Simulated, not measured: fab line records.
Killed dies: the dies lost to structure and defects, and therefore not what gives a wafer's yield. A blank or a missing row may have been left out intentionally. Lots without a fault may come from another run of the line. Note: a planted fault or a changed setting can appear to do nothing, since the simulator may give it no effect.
Which tool is to blame?    flow n5 finfet    72 wafers from 24 lots sampled at 5 of the route's 1938 steps

## WHAT EACH GAUGE READ, for each wafer
N5_BEOL_M12_CD_MEAS_28: the cd target is 160.2 nm.
lot   measured      on         cd nm (nm)
L074  day 11 02:14  cd sem-01  159.9 161.2 161.6
L076  day 11 07:50  cd sem-02  161.1 159.6 161.1
L075  day 11 08:19  cd sem-03  157.4 160.8 159.7
L077  day 11 12:09  cd sem-02  158.8 159.4 160.8
L078  day 11 22:55  cd sem-01  159.2 159.2 159.7
L079  day 12 07:46  cd sem-03  160.4 159.9 161.5
L081  day 12 16:20  cd sem-02  160.9 159.7 163.3
L080  day 12 21:03  cd sem-03  160.5 163.2 160.6
L082  day 13 03:22  cd sem-01  162.0 161.5 160.8
L083  day 13 13:02  cd sem-02  163.0 163.3 162.9
L084  day 13 17:01  cd sem-01  158.2 160.3 159.2
L085  day 13 18:11  cd sem-03  159.8 159.7 159.4
L086  day 14 04:41  cd sem-01  160.7 160.4 161.8
L087  day 14 09:29  cd sem-01  162.2 162.0 162.2
L089  day 14 22:44  cd sem-02  160.1 162.8 161.7
L091  day 15 03:03  cd sem-03  160.2 161.5 160.0
L090  day 15 04:15  cd sem-03  160.5 160.4 161.1
L088  day 15 13:38  cd sem-02  162.7 161.1 164.7
L092  day 15 18:50  cd sem-01  161.5 161.2 160.9
L095  day 15 20:49  cd sem-01  161.7 162.2 162.0
L094  day 16 09:14  cd sem-03  161.0 162.5 160.9
L093  day 17 01:20  cd sem-02  160.0 159.6 159.8
L096  day 17 06:52  cd sem-03  160.9 159.8 160.4
L097  day 17 21:49  cd sem-03  164.6 163.6 162.4

N5_BEOL_M12_OCD_MEAS_35.
lot   measured      on      trench depth nm (nm)
L074  day 11 02:51  ocd-01  316 315 318
L076  day 11 08:26  ocd-01  319 314 318
L075  day 11 08:58  ocd-01  309 311 312
L077  day 11 12:51  ocd-01  313 319 319
L078  day 11 23:31  ocd-02  326 314 325
L079  day 12 08:23  ocd-02  320 319 316
L081  day 12 16:56  ocd-02  320 317 314
L080  day 12 22:06  ocd-01  323 314 322
L082  day 13 04:00  ocd-02  322 319 322
L083  day 13 13:38  ocd-02  327 317 326
L084  day 13 18:05  ocd-02  321 320 319
L085  day 13 18:48  ocd-01  317 326 326
L086  day 14 05:17  ocd-01  315 319 321
L087  day 14 10:12  ocd-02  321 327 321
L089  day 14 23:21  ocd-01  309 321 316
L091  day 15 03:39  ocd-01  324 314 328
L090  day 15 05:03  ocd-01  313 317 314
L088  day 15 14:40  ocd-01  317 325 327
L092  day 15 19:28  ocd-01  323 320 319
L095  day 15 21:25  ocd-02  319 324 323
L094  day 16 09:56  ocd-01  317 326 320
L093  day 17 01:57  ocd-01  317 309 313
L096  day 17 07:28  ocd-01  315 324 323
L097  day 17 22:27  ocd-01  319 317 308

## WHICH TOOL RAN EACH LOT (tool, then ch and the chambers of the sampled wafers, then the start)
lot   N5_BEOL_M11_ETCH_41                            N5_BEOL_M12_DESCUM_15               N5_BEOL_M12_STRIP_63
L074  rie diel-05 ch 0,1,3, day 11 01:22 or earlier  rie diel-06 ch 0,1,3, day 11 01:22  plasma asher-02 ch 0,1, day 11 01:42
L076  rie diel-05 ch 0,3, day 11 06:53 or earlier    rie diel-02 ch 0,2,3, day 11 06:53  plasma asher-01 ch 0,1, day 11 07:11
L075  rie diel-04 ch 1,2, day 11 07:29 or earlier    rie diel-06 ch 2,3, day 11 07:29    plasma asher-02 ch 0,1, day 11 07:47
L077  rie diel-05 ch 1,2, day 11 11:20 or earlier    rie diel-06 ch 2,3, day 11 11:20    plasma asher-01 ch 0,1, day 11 11:37
L078  rie diel-05 ch 0,2,3, day 11 22:05 or earlier  rie diel-01 ch 1,2,3, day 11 22:05  plasma asher-02 ch 0,1, day 11 22:24
L079  rie diel-05 ch 0,2, day 12 06:50 or earlier    rie diel-02 ch 0,1,2, day 12 06:50  plasma asher-02 ch 0,1, day 12 07:07
L081  rie diel-03 ch 0,1,3, day 12 15:31 or earlier  rie diel-02 ch 1,3, day 12 15:31    plasma asher-01 ch 0,1, day 12 15:48
L080  rie diel-04 ch 0,1,3, day 12 20:06 or earlier  rie diel-06 ch 1,2,3, day 12 20:06  plasma asher-02 ch 1, day 12 20:23
L082  rie diel-05 ch 0,2,3, day 13 02:25 or earlier  rie diel-02 ch 0,1,2, day 13 02:25  plasma asher-02 ch 0,1, day 13 02:42
L083  rie diel-03 ch 0,1,3, day 13 12:05 or earlier  rie diel-02 ch 0,1, day 13 12:05    plasma asher-02 ch 0,1, day 13 12:22
L084  rie diel-04 ch 0,1,2, day 13 16:04 or earlier  rie diel-06 ch 1,2,3, day 13 16:04  plasma asher-01 ch 0,1, day 13 16:21
L085  rie diel-04 ch 0,2, day 13 17:22 or earlier    rie diel-01 ch 1,2,3, day 13 17:22  plasma asher-01 ch 0, day 13 17:38
L086  rie diel-04 ch 0,1, day 14 03:52 or earlier    rie diel-02 ch 0,1, day 14 03:52    plasma asher-02 ch 0,1, day 14 04:09
L087  rie diel-05 ch 2,3, day 14 08:32 or earlier    rie diel-01 ch 0,1,2, day 14 08:32  plasma asher-02 ch 0,1, day 14 08:49
L089  rie diel-05 ch 1,3, day 14 21:47 or earlier    rie diel-06 ch 1,3, day 14 21:47    plasma asher-02 ch 0,1, day 14 22:04
L091  rie diel-04 ch 0,2,3, day 15 02:14 or earlier  rie diel-01 ch 1,2, day 15 02:14    plasma asher-01 ch 0,1, day 15 02:31
L090  rie diel-05 ch 0,1,2, day 15 03:19 or earlier  rie diel-02 ch 0,1,3, day 15 03:19  plasma asher-01 ch 0,1, day 15 03:35
L088  rie diel-03 ch 0,1,3, day 15 12:41 or earlier  rie diel-02 ch 0,3, day 15 12:41    plasma asher-02 ch 1, day 15 12:59
L092  rie diel-05 ch 0,1,3, day 15 18:01 or earlier  rie diel-02 ch 1,2,3, day 15 18:01  plasma asher-02 ch 0,1, day 15 18:19
L095  rie diel-03 ch 0,2,3, day 15 19:57 or earlier  rie diel-01 ch 0,1,2, day 15 19:57  plasma asher-01 ch 0,1, day 15 20:14
L094  rie diel-05 ch 0,2, day 16 08:17 or earlier    rie diel-01 ch 0,1,3, day 16 08:17  plasma asher-02 ch 0,1, day 16 08:34
L093  rie diel-03 ch 0,2, day 17 00:24 or earlier    rie diel-01 ch 0,1,2, day 17 00:24  plasma asher-01 ch 0,1, day 17 00:41
L096  rie diel-03 ch 1,2, day 17 05:55 or earlier    rie diel-02 ch 1,3, day 17 05:55    plasma asher-02 ch 0,1, day 17 06:12
L097  rie diel-03 ch 0,3, day 17 20:52 or earlier    rie diel-01 ch 0,2,3, day 17 20:52  plasma asher-01 ch 0,1, day 17 21:09
- N5_BEOL_M11_ETCH_41: etches SiCN in CH3F/O2, target depth 42.6 nm, time 86 s.
- N5_BEOL_M12_DESCUM_15: chemistry O2, time 7.9 s.
- N5_BEOL_M12_STRIP_63: strips in N2/H2.

## WHAT THE TOOLS THEMSELVES READ (means of the sampled wafers that have a number; where no wafer has one, the mark that the record gives instead)
N5_BEOL_M11_ETCH_41.
lot   tool         drypump motor current A (A)  oes product au (a.u.)  rf vpp V (V)  showerhead plenum p Torr (Torr)  throttle valve pct (%)
L074  rie diel-05  5.7                          0.71                   297.3         2.00                             16.44
L076  rie diel-05  5.8                          0.73                   298.0         2.01                             16.42
L075  rie diel-04  5.9                          0.73                   296.8         1.97                             16.55
L077  rie diel-05  5.4                          0.70                   296.3         1.98                             16.35
L078  rie diel-05  5.6                          0.71                   297.9         2.01                             16.40
L079  rie diel-05  5.6                          0.71                   298.5         2.04                             16.46
L081  rie diel-03  5.4                          0.77                   297.3         2.00                             16.47
L080  rie diel-04  5.5                          0.81                   297.2         1.99                             16.43
L082  rie diel-05  5.6                          0.71                   297.7         2.01                             16.42
L083  rie diel-03  5.4                          0.76                   296.3         2.00                             16.47
L084  rie diel-04  6.1                          0.80                   297.4         2.04                             16.35
L085  rie diel-04  6.4                          0.87                   298.4         2.09                             16.11
L086  rie diel-04  5.7                          0.72                   297.5         1.99                             16.61
L087  rie diel-05  5.6                          0.70                   297.0         1.97                             16.41
L089  rie diel-05  5.7                          0.70                   297.3         1.97                             16.46
L091  rie diel-04  5.9                          0.85                   297.6         2.03                             16.20
L090  rie diel-05  5.6                          0.68                   297.6         2.00                             16.46
L088  rie diel-03  5.4                          0.75                   296.9         1.99                             16.51
L092  rie diel-05  5.7                          0.68                   297.1         1.99                             16.49
L095  rie diel-03  5.3                          0.80                   297.5         2.01                             16.36
L094  rie diel-05  5.5                          0.68                   297.9         2.00                             16.44
L093  rie diel-03  5.2                          0.84                   297.1         2.00                             16.13
L096  rie diel-03  5.1                          0.76                   296.9         2.00                             16.32
L097  rie diel-03  5.5                          0.76                   296.7         1.97                             16.50

N5_BEOL_M12_DESCUM_15.
lot   tool         drypump motor current A (A)  oes product au (a.u.)  rf vpp V (V)  showerhead plenum p Torr (Torr)  throttle valve pct (%)
L074  rie diel-06  5.2                          0.87                   243.9         2.13                             20.24
L076  rie diel-02  5.8                          0.75                   242.5         2.06                             20.34
L075  rie diel-06  5.4                          0.85                   242.9         2.10                             20.51
L077  rie diel-06  5.4                          0.84                   243.7         2.10                             20.51
L078  rie diel-01  6.0                          0.89                   243.4         2.05                             20.33
L079  rie diel-02  5.5                          0.84                   243.6         2.15                             20.36
L081  rie diel-02  5.8                          0.85                   243.8         2.14                             20.11
L080  rie diel-06  5.2                          0.82                   243.3         2.08                             20.36
L082  rie diel-02  5.5                          0.83                   243.7         2.14                             20.37
L083  rie diel-02  5.4                          0.85                   244.2         2.14                             20.29
L084  rie diel-06  5.2                          0.81                   242.5         2.08                             20.37
L085  rie diel-01  6.0                          0.87                   242.9         2.05                             20.36
L086  rie diel-02  5.5                          0.76                   242.1         2.06                             20.44
L087  rie diel-01  5.9                          0.82                   242.9         2.05                             20.28
L089  rie diel-06  5.2                          0.82                   242.6         2.06                             20.19
L091  rie diel-01  6.2                          0.86                   241.7         2.03                             20.35
L090  rie diel-02  5.9                          0.85                   244.1         2.14                             20.15
L088  rie diel-02  6.2                          0.85                   244.3         2.13                             20.01
L092  rie diel-02  5.8                          0.89                   245.4         2.21                             20.11
L095  rie diel-01  5.9                          0.81                   242.3         2.04                             20.30
L094  rie diel-01  6.3                          0.79                   241.9         2.05                             20.52
L093  rie diel-01  5.9                          0.80                   242.4         2.04                             20.31
L096  rie diel-02  6.2                          0.89                   245.3         2.20                             19.89
L097  rie diel-01  5.7                          0.78                   242.6         2.05                             20.36

N5_BEOL_M12_STRIP_63.
lot   tool             drypump motor current A (A)  heater power w (W)  oes product au (a.u.)  strip time to endpoint s (s)
L074  plasma asher-02  6.3                          349                 0.692                  42.2
L076  plasma asher-01  5.3                          350                 0.692                  42.8
L075  plasma asher-02  6.1                          364                 0.693                  41.9
L077  plasma asher-01  5.3                          349                 0.691                  41.8
L078  plasma asher-02  6.3                          339                 0.690                  41.8
L079  plasma asher-02  6.3                          345                 0.691                  43.3
L081  plasma asher-01  5.3                          351                 0.692                  42.8
L080  plasma asher-02  6.6                          322                 0.690                  42.6
L082  plasma asher-02  6.3                          343                 0.695                  42.7
L083  plasma asher-02  6.3                          342                 0.694                  43.2
L084  plasma asher-01  5.3                          356                 0.695                  42.8
L085  plasma asher-01  5.9                          297                 0.693                  41.9
L086  plasma asher-02  6.1                          368                 0.693                  43.4
L087  plasma asher-02  6.3                          347                 0.689                  43.8
L089  plasma asher-02  6.0                          362                 0.691                  41.8
L091  plasma asher-01  5.6                          330                 0.695                  42.6
L090  plasma asher-01  5.6                          323                 0.694                  43.8
L088  plasma asher-02  6.6                          326                 0.692                  42.6
L092  plasma asher-02  6.3                          342                 0.692                  42.6
L095  plasma asher-01  5.3                          352                 0.697                  43.3
L094  plasma asher-02  6.1                          360                 0.686                  41.7
L093  plasma asher-01  5.6                          325                 0.694                  42.1
L096  plasma asher-02  6.3                          343                 0.696                  43.1
L097  plasma asher-01  5.3                          355                 0.694                  43.1

## THE ANSWER, worked out from the rows above alone
Rule: usual is defined by the lots themselves. Put in order of their means at a reading, lots are off if they are a third of the lots or fewer, leave a main group of 4 or more, and stand apart from it by a gap of 3 or more times the standard deviation of the main group's means; of several such gaps the widest counts. A main group is skipped when, at the precision printed for the reading in the tables above, its means are all equal. Also off: a lot with no number at a reading for which 4 or more lots have one. Any other lot the step has rows for is counted as sound. The gauges are gone through in route order, then the tools' own readings, and for those a lot's mean is taken as printed above. The first step at which some lot is off is used, and at that step the reading that is off furthest; a lot without a number counts as furthest.
Across all readings shown, no lot is off: no conclusion can be drawn from this.

## WHAT WAS PUT IN BY THE SIMULATOR
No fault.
